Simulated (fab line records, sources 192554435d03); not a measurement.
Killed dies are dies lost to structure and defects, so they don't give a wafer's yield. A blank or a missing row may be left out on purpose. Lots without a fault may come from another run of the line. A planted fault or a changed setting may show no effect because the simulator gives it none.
fab line records | flow n5_finfet | part 2 of 2: steps 16 to 25 of 25
record lots=5 wafers=15 last_day=17
route steps=1938 shown BEOL_M8@1369
lots that met no fault: from a run of the same line without faults
start_h: hours from the record's first day to the start of the lot's first wafer shown | wait_h: hours since the lot's step before | " the same as in the row above | L1.1+2: a row that stands for several wafers | - no value, or no start given | * or withheld: withheld | < > ~ a bound
route shown NAME@n: a module of which the file shows steps, and the number in the route of the first | usual: mean/standard deviation of fault-free wafers | same: alike in all rows | chamber/n: place in a boat | sites: the reading at each site | _std_site: their standard deviation | _edge_site: outer sites' mean less inner sites' | radius_mm: how far each site lies from the wafer's centre | mask NAME#n: copy n | behind: the tool/chamber that last shaped the wafer | hold: why the lot was held/for how many hours/how that ended | device: the transistor (n, p or np) that didn't switch | end of line: the same wafers' tests at the end of the route | a step without rows: its recipe alone | killed: dies lost to structure and defects at the first sort, not the wafer's yield | map: a wafer's dies, x killed, . not, _ none there
set.NAME: the setting as run; set.NAME@STEP: as run at that earlier step | model.NAME: the simulator's own value behind a step, which no gauge read
lots at some steps of the route; a table a step, a row a wafer
services: from which hour (start_h, from the record's first day; less than 0 if before it) a tool's chamber was out of use, for how many hours, and why
## steps
# step N5_BEOL_M8_SRD_43
# recipe time_s=30 temp_c=23 rinse_liquid=diw dry=ipa_marangoni
# usual bath_heat_duty_pct=3.6/0.47 temp_c=23.00/0.11
# columns lot.wafer tool chamber start_h wait_h bath_heat_duty_pct temp_c
L079.1 wet_bench-06 7 235.27 0.0 3.8 22.91
L079.3 " 0 " " 3.0 22.88
L079.5 " 3 " " 3.3 23.00
L090.1 wet_bench-03 5 298.97 0.0 3.8 23.18
L090.2 " 0 " " 3.1 23.30
L090.4 " 6 " " 3.7 23.08
L089.1 wet_bench-06 5 298.97 0.0 3.7 22.95
L089.3 " 4 " " 3.8 22.94
L089.5 " 1 " " 3.7 23.01
L093.1 wet_bench-03 5 324.15 0.0 4.1 22.86
L093.3 " 1 " " 3.2 23.00
L093.6 " 0 " " 3.6 22.88
L096.4 wet_bench-03 1 343.03 0.0 3.5 23.08
L096.5 " 0 " " 3.4 22.96
L096.6 " 5 " " 3.9 22.88
# step N5_BEOL_M8_CD_MEAS_35
# recipe target_cd_nm=40 polarity=opening
# usual cd_nm=40.1/0.78
# columns lot.wafer tool chamber start_h wait_h cd_nm
L079.1 cd_sem-03 - 235.31 0.0 40.5
L079.3 " - " " 42.0
L079.5 " - " " 41.0
L090.1 cd_sem-01 - 299.01 0.0 39.4
L090.2 " - " " 40.4
L090.4 " - " " 38.3
L089.1 cd_sem-03 - 299.01 0.0 39.9
L089.3 " - " " 40.2
L089.5 " - " " 40.0
L093.1 cd_sem-03 - 324.19 0.0 40.0
L093.3 " - " " 40.5
L093.6 " - " " 40.3
L096.4 cd_sem-03 - 343.07 0.0 39.9
L096.5 " - " " 39.9
L096.6 " - " " 38.9
# step N5_BEOL_M8_CURE_75
# recipe temp_c=370 time_s=120 ambient=DMADMS/He material=SiCOH_lowk
# usual lamp_power_pct=52.31/0.058 wafer_temp_C_max=371.7/0.57
# columns lot.wafer tool chamber start_h wait_h lamp_power_pct wafer_temp_C_max
L079.1 uv_cure-03 1 235.50 0.2 52.34 371.5
L079.3 " 1 " " 52.35 371.4
L079.5 " 1 " " 52.40 371.8
L090.1 uv_cure-02 0 299.05 0.0 52.34 371.6
L090.2 " 0 " " 52.30 371.7
L090.4 " 0 " " 52.41 372.0
L089.1 uv_cure-03 0 299.15 0.1 52.25 371.5
L089.3 " 0 " " 52.35 372.4
L089.5 " 0 " " 52.36 371.7
L093.1 uv_cure-03 2 324.23 0.0 52.35 371.0
L093.3 " 2 " " 52.29 371.3
L093.6 " 2 " " 52.33 370.9
L096.4 uv_cure-03 1 343.26 0.2 52.24 372.0
L096.5 " 1 " " 52.26 371.8
L096.6 " 1 " " 52.30 371.8
# step N5_BEOL_M8_DEGAS_44
# recipe ambient=vacuum temp_c=250 time_s=60
# usual heater_power_w=329/17 susceptor_temp_C=249.99/0.17
# columns lot.wafer tool chamber start_h wait_h heater_power_w susceptor_temp_C
L079.1 pvd_sputter-02 - 236.15 0.6 315 250.08
L079.3 " - " " 320 249.77
L079.5 " - " " 345 250.12
L090.1 pvd_sputter-03 - 299.46 0.4 350 249.77
L090.2 " - " " 341 249.86
L090.4 " - " " 333 250.07
L089.1 pvd_sputter-01 - 299.49 0.3 315 250.08
L089.3 " - " " 277 249.79
L089.5 " - " " 327 249.78
L093.1 pvd_sputter-02 - 324.59 0.3 323 250.39
L093.3 " - " " 313 250.08
L093.6 " - " " 329 250.30
L096.4 pvd_sputter-01 - 343.87 0.6 321 250.09
L096.5 " - " " 272 250.05
L096.6 " - " " 340 249.91
# step N5_BEOL_M8_PRE_CLEAN_45
# recipe gas=H2/He time_s=30 temp_c=250
# usual heater_power_w=329/17 susceptor_temp_C=249.98/0.18
# columns lot.wafer tool chamber start_h wait_h heater_power_w susceptor_temp_C
L079.1 pvd_sputter-02 - 236.19 0.0 317 249.94
L079.3 " - " " 320 249.93
L079.5 " - " " 353 250.17
L090.1 pvd_sputter-03 - 299.50 0.0 342 250.03
L090.2 " - " " 340 249.64
L090.4 " - " " 323 249.35
L089.1 pvd_sputter-01 - 299.53 0.0 322 250.18
L089.3 " - " " 279 249.98
L089.5 " - " " 314 249.82
L093.1 pvd_sputter-02 - 324.63 0.0 322 249.82
L093.3 " - " " 317 249.60
L093.6 " - " " 320 250.08
L096.4 pvd_sputter-01 - 343.91 0.0 320 250.04
L096.5 " - " " 281 249.58
L096.6 " - " " 334 249.91
# step N5_BEOL_M8_ALD_77
# recipe material=TaN target_thk_a=20 temp_c=275 ald_precursor_family=PDMAT ald_co_reactant=NH3 pressure_torr=3 carrier_flow_sccm=1500 pulse_time_s=2 purge_time_s=3 co_reactant_purge_time_s=2 co_reactant_pulse_time_s=3 ald_cycles=40 precursor_vessel_temp_c=75 precursor_vessel_pressure_torr=26.25 precursor_vessel_carrier_sccm=1000
# usual heater_power_w=429/36 susceptor_temp_C=274.99/0.17
# same purge_time_s=3
# columns lot.wafer tool chamber start_h wait_h heater_power_w susceptor_temp_C
L079.1 ald_metal-01 2 236.25 0.0 444 274.98
L079.3 " 3 " " 500 274.83
L079.5 " 2 " " 450 274.93
L090.1 ald_metal-01 1 299.56 0.0 382 275.11
L090.2 " 2 " " 441 274.92
L090.4 " 3 " " 484 274.92
L089.1 ald_metal-03 1 299.63 0.1 447 275.20
L089.3 " 0 " " 415 274.58
L089.5 " 0 " " 406 274.60
L093.1 ald_metal-01 2 324.69 0.0 447 274.98
L093.3 " 3 " " 497 275.05
L093.6 " 0 " " 400 274.76
L096.4 ald_metal-03 3 343.97 0.0 483 275.12
L096.5 " 0 " " 407 274.69
L096.6 " 3 " " 477 275.13
# step N5_BEOL_M8_SURFACE_TREAT_79
# recipe gas=Ar time_s=* ion_energy_ev=* ion_current_ma_cm2=0.5 pressure_mtorr=* ar_flow_sccm=30
# usual ar_flow_sccm=29.99/0.089 throttle_valve_pct=*
# columns lot.wafer tool chamber start_h wait_h ar_flow_sccm throttle_valve_pct
L079.1 pvd_sputter-03 - 236.57 0.2 29.88 *
L079.3 " - " " 29.98 *
L079.5 " - " " 30.11 *
L090.1 pvd_sputter-03 - 299.86 0.2 29.94 *
L090.2 " - " " 30.06 *
L090.4 " - " " 29.99 *
L089.1 pvd_sputter-01 - 300.05 0.3 30.08 *
L089.3 " - " " 29.91 *
L089.5 " - " " 29.98 *
L093.1 pvd_sputter-02 - 325.07 0.2 29.75 *
L093.3 " - " " 30.01 *
L093.6 " - " " 30.10 *
L096.4 pvd_sputter-01 - 344.34 0.2 30.03 *
L096.5 " - " " 29.98 *
L096.6 " - " " 29.90 *
# step N5_BEOL_M8_CVD_78
# recipe material=Co target_thk_a=20 temp_c=withheld precursor=CCTBA/H2 pressure_torr=30 time_s=142.3
# columns lot.wafer tool chamber start_h wait_h
L079.1+3+5 cvd_co-02 1,2,0 236.63 0.0
L090.1+2+4 cvd_co-02 0,1,1 299.92 0.0
L089.1+3+5 cvd_co-02 2,1,2 300.31 0.2
L093.1+3+6 cvd_co-02 2,0,2 325.23 0.1
L096.4+5+6 cvd_co-01 2,0,1 344.46 0.1
# step N5_BEOL_M8_SPUTTER_48
# recipe material=Cu target_thk_a=100 temp_c=-20 bias_v=60 power_w=26000 chamber_pressure_pa=0.13 time_s=1.667
# usual susceptor_temp_C=-19.98/0.091 throttle_valve_pct=29.8/1.2
# columns lot.wafer tool chamber start_h wait_h susceptor_temp_C throttle_valve_pct
L079.1 pvd_sputter-02 - 236.78 0.1 -19.98 32.3
L079.3 " - " " -19.98 29.4
L079.5 " - " " -19.91 29.1
L090.1 pvd_sputter-01 - 300.13 0.2 -20.10 30.6
L090.2 " - " " -20.09 30.9
L090.4 " - " " -19.88 28.8
L089.1 pvd_sputter-03 - 300.50 0.1 -20.02 30.2
L089.3 " - " " -20.02 30.0
L089.5 " - " " -20.04 30.0
L093.1 pvd_sputter-02 - 325.53 0.3 -19.91 27.6
L093.3 " - " " -19.80 32.4
L093.6 " - " " -19.87 32.2
L096.4 pvd_sputter-01 - 344.54 0.0 -19.94 29.5
L096.5 " - " " -20.00 29.4
L096.6 " - " " -20.07 28.7
# step N5_BEOL_M8_ECD_50
# recipe material=Cu target_thk_a=3000
# columns lot.wafer tool chamber start_h wait_h
L079.1+3+5 ecd_cu-01 1,1,0 236.89 0.1
L090.1+2+4 ecd_cu-01 0,1,1 300.25 0.1
L089.1+3+5 ecd_cu-01 1,1,0 300.61 0.1
L093.1+3+6 ecd_cu-01 0 325.64 0.1
L096.4+5+6 ecd_cu-02 1,0,1 344.70 0.1
## services
# columns tool chamber start_h hours kind
rie_diel-06 3 242.09 1.5 repair
rie_diel-06 0 242.48 1.3 repair
uv_cure-03 - 256.48 1.0 pm
cvd_co-01 1 260.15 4.1 repair
ald_metal-03 - 268.61 2.8 pm
rie_diel-04 0 276.72 15.8 repair
rie_diel-04 3 290.02 5.1 repair
rie_diel-04 2 293.54 9.1 repair
uv_cure-02 - 302.00 1.9 repair
rie_diel-04 1 302.68 - clean
rie_diel-04 1 302.68 - consumable_replace:focus_ring
rie_diel-04 1 302.68 12.8 scheduled_down
rie_diel-04 1 302.68 12.8 vent_cycle
cvd_co-02 2 319.32 2.0 repair
rie_diel-01 1 325.37 - clean
rie_diel-01 1 325.37 - consumable_replace:focus_ring
rie_diel-01 1 325.37 12.6 scheduled_down
rie_diel-01 1 325.37 12.6 vent_cycle
rie_diel-04 3 327.77 1.6 repair
cvd_co-01 - 329.25 0.4 repair
uv_cure-02 - 337.49 2.1 pm
rie_diel-04 2 340.26 - clean
rie_diel-04 2 340.26 - consumable_replace:focus_ring
rie_diel-04 2 340.26 17.9 scheduled_down
